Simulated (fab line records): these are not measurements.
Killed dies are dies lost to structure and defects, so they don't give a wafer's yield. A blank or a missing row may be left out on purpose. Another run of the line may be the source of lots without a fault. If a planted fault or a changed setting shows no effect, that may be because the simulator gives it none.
Problem report, 8D (eight disciplines) form, completed by code :: flow nand_harc :: the parts of the form that need people (team, actions taken, sign-off) are left out

1. THE ISSUE
Mean of raw_defect_count at NHARC_P_M1_INSPECT_11: 485.2 across 6 wafers in 2 lots; on wafers with no fault it is 4.3 (standard deviation 2.9). So: +99 or more standard deviations from the usual mean.
Earliest sighting: wafer L464.2 on defect_inspect-01 at day 10 08:53. The record has a number at this step for 36 wafers belonging to 12 lots. Rule for "out", or "out of limits": more than 4 standard deviations from the usual mean. All remaining wafers that have a number are taken as sound.

2. WHAT IT IS, AND WHAT IT ISN'T
question: which readings at this step
is: raw_defect_count
is not: -

question: which lots
is: L464, L469
is not: L455, L456, L457, L462, L463, L471, L472, L474, L476, L477

question: which wafers of those lots
is: all that have a number
is not: -

question: read on which gauges
is: defect_inspect-01
is not: defect_inspect-02

question: when
is: from day 10 08:53
is not: up to then (15 sound wafers); but 15 sound wafers of L471, L472, L474, L476, L477 came after

3. SUSPECTS, AND WHAT RULES EACH OUT
Counting: any tool at a process step up to the reading is kept as a suspect provided that every lot that is out went through it and no sound lot did after the first of them.
- the gauge at NHARC_P_M1_INSPECT_11 has been ruled out. All the wafers that are out were read on defect_inspect-01, but those of them that NHARC_END_SORT_01 has rows for are out there too, on other tools.
- pvd_sputter-03 at NHARC_P_M0_DEGAS_28 (time 60 s): ruled out as a lasting fault. Sound lots L476 ran on it after its first lot that is out, L464 (day 10 05:41).
- pecvd-02 at NHARC_P_M0_DEP_32 (deposits SiCN, target thk 30 nm): kept. It processed each lot that is out, first L464 at day 10 07:28, and no sound lot thereafter; up to then, the last sound lot it processed was L456 at day 6 17:33.
Left after counting: pecvd-02 at NHARC_P_M0_DEP_32.

4. THE CAUSE (what the simulator had put in)
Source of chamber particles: pecvd-02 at NHARC_P_M0_DEP_32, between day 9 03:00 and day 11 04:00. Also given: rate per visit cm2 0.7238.
After counting, this tool was the only one left.

5. THE EFFECT CHAIN, in route order
Each row: a reading where the mean over the struck wafers with a number is more than 3 standard deviations away from the usual. Only readings whose record carries a usual standard deviation are examined. hours: median over the lots of the time between each lot's start at the first step of this table that gives one and its start at this step. sigmas: the change, counted in usual standard deviations.
hours: 0
step: NHARC_P_M1_INSPECT_11
reading: raw_defect_count
usual: 4.3
on struck wafers: 485.2
change: +480.9
sigmas: +99 or more

hours: 336
step: NHARC_END_SORT_01
reading: defect_limited_yield
usual: 95.4 %
on struck wafers: 81.3
change: -14.1
sigmas: -7.8

hours: 336
step: NHARC_END_SORT_01
reading: killed_at_periphery
usual: 3.7
on struck wafers: 82.7
change: +79.0
sigmas: +29

hours: 336
step: NHARC_END_SORT_01
reading: killed_dies
usual: 31
on struck wafers: 126
change: +95
sigmas: +7.9

hours: 336
step: NHARC_END_SORT_01
reading: sort_bin_2_pct
usual: 1.4 %
on struck wafers: 8.2
change: +6.8
sigmas: +9.2

hours: 336
step: NHARC_END_SORT_01
reading: sort_bin_3_pct
usual: 0.25 %
on struck wafers: 3.18
change: +2.93
sigmas: +15

hours: 336
step: NHARC_END_SORT_01
reading: sort_bin_4_pct
usual: 2.9 %
on struck wafers: 7.2
change: +4.3
sigmas: +4.0

hours: 336
step: NHARC_END_SORT_01
reading: sort_n_pass
usual: 646
on struck wafers: 551
change: -95
sigmas: -7.9

hours: 336
step: NHARC_END_SORT_01
reading: sort_yield_pct
usual: 95.4 %
on struck wafers: 81.3
change: -14.1
sigmas: -7.8

6. HOW IT WOULD HAVE BEEN CAUGHT EARLIER
30 hours passed between the start of the fault at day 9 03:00 and the first reading out of limits at a measuring or inspecting step in this record, taken at day 10 08:53.
An alarm limit of 4 standard deviations would not have fired on the tool readings at NHARC_P_M0_DEP_32 for which the record gives a usual standard deviation, since none of them was out on any struck wafer.
L469, from the lots that are out (2), started NHARC_P_M0_DEP_32 on pecvd-02 later than day 10 08:53. Putting the tool on hold at that point would have spared it.
